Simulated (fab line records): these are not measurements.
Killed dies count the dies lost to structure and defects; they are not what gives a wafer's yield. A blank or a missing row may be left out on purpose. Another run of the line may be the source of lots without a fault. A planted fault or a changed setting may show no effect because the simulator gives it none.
The tool behind it: which one? | flow n5 finfet | Sampling: 8 lots, 24 wafers, 7 of 1938 route steps

== WHAT EACH GAUGE READ, for each wafer ==
N5_BEOL_M8_OCD_MEAS_38.
lot  | measured     | on     | trench depth nm (nm)
L758 | day 9 23:57  | ocd-02 | 90.7 91.3 90.6
L761 | day 10 06:58 | ocd-01 | 91.3 90.5 93.8
L762 | day 10 10:08 | ocd-01 | 93.3 91.3 93.3
L769 | day 12 13:02 | ocd-01 | 101.0 98.8 97.9
L770 | day 13 04:50 | ocd-02 | 102.1 98.7 102.6
L774 | day 13 12:23 | ocd-01 | 92.4 94.0 92.1
L777 | day 14 04:20 | ocd-02 | 93.8 94.3 92.9
L781 | day 15 05:45 | ocd-01 | 91.7 90.6 92.1

N5_BEOL_M8_THK_MEAS_53: measures by xrf.
lot  | measured     | on            | M8_THK (nm)
L758 | day 10 04:05 | film metro-02 | 77.7 77.1 76.3
L761 | day 10 10:44 | film metro-01 | 76.5 75.4 79.5
L762 | day 10 14:25 | film metro-02 | 78.5 76.0 78.8
L769 | day 12 16:07 | film metro-01 | 88.2 86.2 85.2
L770 | day 13 07:18 | film metro-02 | 87.5 84.3 87.3
L774 | day 13 15:20 | film metro-01 | 78.6 79.5 80.0
L777 | day 14 07:13 | film metro-01 | 81.4 81.1 79.5
L781 | day 15 08:32 | film metro-02 | 77.8 75.8 77.9

N5_BEOL_M8_RS_MEAS_57: uses a four-point probe to measure.
lot  | measured     | on            | M8_RS (ohm/sq)
L758 | day 10 04:16 | film metro-01 | 0.294 0.298 0.301
L761 | day 10 10:52 | film metro-02 | 0.299 0.305 0.287
L762 | day 10 14:33 | film metro-02 | 0.288 0.304 0.291
L769 | day 12 16:14 | film metro-01 | 0.256 0.263 0.265
L770 | day 13 07:26 | film metro-02 | 0.257 0.266 0.257
L774 | day 13 15:28 | film metro-02 | 0.290 0.286 0.285
L777 | day 14 07:21 | film metro-02 | 0.280 0.280 0.286
L781 | day 15 08:40 | film metro-01 | 0.295 0.303 0.295

== WHICH TOOL RAN EACH LOT (tool, then ch and the chambers of the sampled wafers, then the start) ==
lot  | N5_BEOL_M8_ETCH_65                 | N5_BEOL_M8_TRENCH_ETCH_37          | N5_BEOL_M8_ETCH_41                            | N5_BEOL_M8_PRE_CLEAN_45
L758 | rie diel-05 ch 0,2, day 9 23:34    | rie diel-05 ch 0,2, day 9 23:47    | rie diel-05 ch 0,2, day 9 23:57 or earlier    | pvd sputter-03, day 10 02:35
L761 | rie diel-05 ch 0,1,2, day 10 06:35 | rie diel-05 ch 0,1,2, day 10 06:49 | rie diel-05 ch 0,1,2, day 10 06:58 or earlier | pvd sputter-01, day 10 07:33
L762 | rie diel-03 ch 2,3, day 10 09:45   | rie diel-03 ch 2,3, day 10 09:58   | rie diel-03 ch 2,3, day 10 10:08 or earlier   | pvd sputter-02, day 10 11:03
L769 | rie diel-05 ch 1,2,3, day 12 12:40 | rie diel-05 ch 1,2,3, day 12 12:53 | rie diel-05 ch 1,2,3, day 12 13:02 or earlier | pvd sputter-02, day 12 14:05
L770 | rie diel-05 ch 0,1,2, day 13 04:28 | rie diel-05 ch 0,1,2, day 13 04:41 | rie diel-05 ch 0,1,2, day 13 04:50 or earlier | pvd sputter-03, day 13 05:43
L774 | rie diel-03 ch 0,1,3, day 13 12:00 | rie diel-03 ch 0,1,3, day 13 12:13 | rie diel-03 ch 0,1,3, day 13 12:23 or earlier | pvd sputter-02, day 13 13:49
L777 | rie diel-01 ch 0,2, day 14 03:58   | rie diel-01 ch 0,2, day 14 04:11   | rie diel-01 ch 0,2, day 14 04:20 or earlier   | pvd sputter-02, day 14 05:01
L781 | rie diel-03 ch 0,1,3, day 15 05:23 | rie diel-03 ch 0,1,3, day 15 05:37 | rie diel-03 ch 0,1,3, day 15 05:45 or earlier | pvd sputter-03, day 15 06:40
- N5_BEOL_M8_ETCH_65: etches SiARC in CF4, target depth 15.6 nm, time 26 s.
- N5_BEOL_M8_TRENCH_ETCH_37: etches SiCOH lowk in C4F6/O2, target depth 93.478 nm, time 31.2 s.
- N5_BEOL_M8_ETCH_41: etches SiCN in CH3F/O2, target depth 31.9 nm, time 57.8 s.
- N5_BEOL_M8_PRE_CLEAN_45: time 30 s.

== WHAT THE TOOLS THEMSELVES READ (means of the sampled wafers that have a number; where no wafer has one, the mark that the record gives instead) ==
N5_BEOL_M8_ETCH_65.
lot  | tool        | bias w (W) | drypump motor current A (A) | etch rf on time s (s) | mfc ar sccm (sccm) | oes product au (a.u.) | rf vpp V (V) | showerhead plenum p Torr (Torr) | throttle valve pct (%)
L758 | rie diel-05 | 36.01      | 5.9                         | 26.9                  | 99.9               | 0.59                  | 184.7        | 2.15                            | 15.81
L761 | rie diel-05 | 35.96      | 5.9                         | 26.5                  | 99.9               | 0.67                  | 184.5        | 2.15                            | 15.64
L762 | rie diel-03 | 36.01      | 6.4                         | 26.1                  | 100.0              | 0.63                  | 183.8        | 2.11                            | 15.69
L769 | rie diel-05 | 36.00      | 6.0                         | 26.6                  | 99.9               | 0.64                  | 183.2        | 2.11                            | 15.69
L770 | rie diel-05 | 35.93      | 5.9                         | 26.1                  | 100.2              | 0.72                  | 183.7        | 2.14                            | 15.51
L774 | rie diel-03 | 35.96      | 6.1                         | 26.2                  | 100.0              | 0.67                  | 184.2        | 2.13                            | 15.50
L777 | rie diel-01 | 36.04      | 5.4                         | 25.8                  | 100.0              | 0.69                  | 184.8        | 2.22                            | 15.33
L781 | rie diel-03 | 36.06      | 6.1                         | 26.1                  | 99.7               | 0.65                  | 183.8        | 2.12                            | 15.53

N5_BEOL_M8_TRENCH_ETCH_37.
lot  | tool        | O2_flow_sccm (sccm) | bias w (W) | drypump motor current A (A) | mfc ar sccm (sccm) | oes product au (a.u.) | rf vpp V (V) | showerhead plenum p Torr (Torr) | throttle valve pct (%)
L758 | rie diel-05 | 10.002              | 184.5      | 5.9                         | 300.2              | 0.69                  | 657          | 2.86                            | 21.06
L761 | rie diel-05 | 9.994               | 184.6      | 5.9                         | 299.9              | 0.79                  | 658          | 2.85                            | 20.92
L762 | rie diel-03 | 9.990               | 184.7      | 6.4                         | 299.3              | 0.74                  | 662          | 2.80                            | 20.97
L769 | rie diel-05 | 10.027              | 231.6      | 5.9                         | 299.1              | 0.80                  | 783          | 2.80                            | 20.98
L770 | rie diel-05 | 10.012              | 231.5      | 5.9                         | 300.2              | 0.88                  | 784          | 2.84                            | 20.83
L774 | rie diel-03 | 10.011              | 184.8      | 6.1                         | 300.1              | 0.78                  | 660          | 2.83                            | 20.79
L777 | rie diel-01 | 9.979               | 184.6      | 5.4                         | 298.6              | 0.81                  | 671          | 2.95                            | 20.62
L781 | rie diel-03 | 10.003              | 184.6      | 6.1                         | 299.8              | 0.75                  | 660          | 2.82                            | 20.79

N5_BEOL_M8_ETCH_41.
lot  | tool        | O2_flow_sccm (sccm) | bias w (W) | drypump motor current A (A) | mfc ar sccm (sccm) | oes product au (a.u.) | rf vpp V (V) | showerhead plenum p Torr (Torr) | throttle valve pct (%)
L758 | rie diel-05 | 20.05               | 74.97      | 5.9                         | 150.1              | 0.69                  | 297.4        | 2.01                            | 16.50
L761 | rie diel-05 | 19.98               | 74.85      | 5.9                         | 150.0              | 0.79                  | 298.2        | 2.00                            | 16.31
L762 | rie diel-03 | 20.08               | 74.76      | 6.4                         | 150.0              | 0.75                  | 296.0        | 1.97                            | 16.38
L769 | rie diel-05 | 19.97               | 74.92      | 5.9                         | 150.0              | 0.77                  | 296.8        | 1.97                            | 16.37
L770 | rie diel-05 | 19.99               | 75.04      | 5.9                         | 150.0              | 0.85                  | 296.9        | 1.99                            | 16.21
L774 | rie diel-03 | 20.02               | 75.13      | 6.1                         | 149.8              | 0.77                  | 296.8        | 1.98                            | 16.21
L777 | rie diel-01 | 19.97               | 74.86      | 5.4                         | 150.1              | 0.81                  | 298.7        | 2.08                            | 16.02
L781 | rie diel-03 | 20.00               | 74.96      | 6.1                         | 150.0              | 0.75                  | 296.4        | 1.98                            | 16.23

N5_BEOL_M8_PRE_CLEAN_45.
lot  | tool           | heater power w (W) | susceptor temp C (C)
L758 | pvd sputter-03 | 356                | 249.93
L761 | pvd sputter-01 | 357                | 249.98
L762 | pvd sputter-02 | 365                | 250.05
L769 | pvd sputter-02 | 334                | 249.89
L770 | pvd sputter-03 | 351                | 249.86
L774 | pvd sputter-02 | 337                | 249.79
L777 | pvd sputter-02 | 316                | 249.84
L781 | pvd sputter-03 | 354                | 249.99

== THE ANSWER, worked out from the rows above alone ==
Rule: the usual values come from the lots themselves. The widest of any qualifying gaps counts: lots, ordered by their means at a reading, are off when they make up no more than a third of the lots, leave a main group of 4 or more, and stand apart from it by 3 or more times the standard deviation of that group's means. A main group is skipped when, at the precision printed for the reading in the tables above, its means are all equal. Also off: a lot with no number at a reading for which 4 or more lots have one. The other lots that the step has rows for count as sound. The gauges are gone through in route order, then the tools' own readings, and for those a lot's mean is taken as printed above. The first step at which some lot is off is used, and at that step the reading that is off furthest; a lot without a number counts as furthest.
Off at N5_BEOL_M8_OCD_MEAS_38 (trench depth nm): L769, L770. Main group: mean 92.2 nm, sd 0.93.
A tool fits if, at a process step before that reading, it ran every lot that is off, and no sound lot after the first of them. Not tried: the gauges at N5_BEOL_M8_OCD_MEAS_38; whatever is off there is also off at N5_BEOL_M8_THK_MEAS_53, on other tools, and gauge error can't account for it. N5_BEOL_M8_ETCH_41: start missing for some lots; hours and lot order therefore follow N5_BEOL_M8_OCD_MEAS_38. One fits: N5_BEOL_M8_ETCH_65 and N5_BEOL_M8_TRENCH_ETCH_37 and N5_BEOL_M8_ETCH_41 on rie diel-05. At N5_BEOL_M8_ETCH_65 its last sound lot is L761 (day 10 06:35), its first lot that is off L769 (day 12 12:40): a fault that began between those two fits.

== WHAT WAS PUT IN BY THE SIMULATOR ==
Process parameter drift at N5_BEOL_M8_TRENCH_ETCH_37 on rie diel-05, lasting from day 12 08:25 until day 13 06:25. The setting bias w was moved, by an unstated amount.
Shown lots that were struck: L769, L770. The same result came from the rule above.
